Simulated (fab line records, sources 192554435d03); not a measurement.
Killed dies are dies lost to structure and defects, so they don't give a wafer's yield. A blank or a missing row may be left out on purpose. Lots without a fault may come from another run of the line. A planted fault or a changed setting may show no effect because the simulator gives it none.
Which tool did it? | flow n5_finfet | 11 lots, 29 wafers sampled, at 3 steps of a route of 1938

WHAT THE GAUGES READ, wafer by wafer
N5_BEOL_M7_RS_MEAS_57: measures by four-point-probe. Usual: M7_RS 0.290 ohm/sq, standard deviation 0.012.
lot  | measured     | on            | M7_RS (ohm/sq)    | flag
L902 | day 10 09:58 | film_metro-02 | 0.305 0.271 0.312 |
L905 | day 10 16:21 | film_metro-01 | 0.289 0.306       |
L903 | day 10 16:28 | film_metro-02 | 0.285 0.303       |
L904 | day 10 19:02 | film_metro-02 | 0.289 0.309       |
L907 | day 11 14:40 | film_metro-02 | 0.280 0.296 0.295 |
L911 | day 12 02:42 | film_metro-02 | 0.282 0.296 0.273 |
L916 | day 13 15:25 | film_metro-01 | 0.276 0.280 0.295 |
L917 | day 14 08:49 | film_metro-01 | 0.279 0.277       |
L918 | day 14 11:08 | film_metro-02 | 0.305 0.274 0.292 |
L919 | day 14 14:19 | film_metro-02 | 0.281 0.289 0.306 |
L923 | day 15 14:27 | film_metro-02 | 0.268 0.296 0.269 |

N5_BEOL_M7_INSPECT_58: inspects for defects (darkfield). Usual: raw_defect_count 69, standard deviation 20.
lot  | measured     | on                | raw_defect_count | flag
L902 | day 10 10:00 | defect_inspect-02 | 66 53 68         |
L905 | day 10 16:23 | defect_inspect-02 | 66 33            |
L903 | day 10 16:29 | defect_inspect-01 | 35 39            |
L904 | day 10 19:04 | defect_inspect-02 | 64 75            |
L907 | day 11 14:41 | defect_inspect-02 | 63 70 43         |
L911 | day 12 02:44 | defect_inspect-01 | 103 67 66        |
L916 | day 13 15:26 | defect_inspect-01 | 62 67 101        |
L917 | day 14 08:51 | defect_inspect-01 | 116 93           |
L918 | day 14 11:10 | defect_inspect-02 | 60 118 76        |
L919 | day 14 14:20 | defect_inspect-01 | 80 90 61         |
L923 | day 15 14:29 | defect_inspect-02 | 64 77 86         |

WHICH TOOL RAN EACH LOT (tool, then ch and the chambers of the sampled wafers, then the start)
lot  | N5_BEOL_M7_ALD_77
L902 | ald_metal-02 ch 0,2, day 10 07:59
L905 | ald_metal-04 ch 2,3, day 10 14:35
L903 | ald_metal-02 ch 1,2, day 10 14:36
L904 | ald_metal-04 ch 0,3, day 10 17:37
L907 | ald_metal-02 ch 1,2,3, day 11 13:04
L911 | ald_metal-01 ch 0,1,3, day 11 23:46
L916 | ald_metal-01 ch 0,1,2, day 13 12:16
L917 | ald_metal-01 ch 0,2, day 14 07:18
L918 | ald_metal-01 ch 1,2,3, day 14 08:04
L919 | ald_metal-02 ch 1,2, day 14 12:20
L923 | ald_metal-04 ch 0,2,3, day 15 12:49
- N5_BEOL_M7_ALD_77: deposits TaN, target thk 2 nm, pulse time 2 s, purge time 3 s.

WHAT THE TOOLS THEMSELVES READ (means of the sampled wafers that have a number; where no wafer has one, the mark that the record gives instead)
N5_BEOL_M7_ALD_77. Usual: heater_power_w 430 W, standard deviation 41.
lot  | tool         | heater_power_w (W) | flag
L902 | ald_metal-02 | 419                |
L905 | ald_metal-04 | 434                |
L903 | ald_metal-02 | 423                |
L904 | ald_metal-04 | 428                |
L907 | ald_metal-02 | 403                |
L911 | ald_metal-01 | 456                |
L916 | ald_metal-01 | 460                |
L917 | ald_metal-01 | 459                |
L918 | ald_metal-01 | 417                |
L919 | ald_metal-02 | 434                |
L923 | ald_metal-04 | 424                |

THE ANSWER, worked out from the rows above alone
Rule: a lot is off if the mean of its wafers that have a number lies more than 3 standard deviations from the usual mean. A lot without any number at a reading at which 4 lots or more have one is off too. The other lots that the step has rows for count as sound. The gauges are gone through in route order, then the tools' own readings, and for those a lot's mean is taken as printed above. The first step at which some lot is off is used, and at that step the reading that is off furthest; a lot without a number counts as furthest.
No lot is off at any reading shown: from this, nothing can be told.

WHAT THE SIMULATOR HAD PUT IN
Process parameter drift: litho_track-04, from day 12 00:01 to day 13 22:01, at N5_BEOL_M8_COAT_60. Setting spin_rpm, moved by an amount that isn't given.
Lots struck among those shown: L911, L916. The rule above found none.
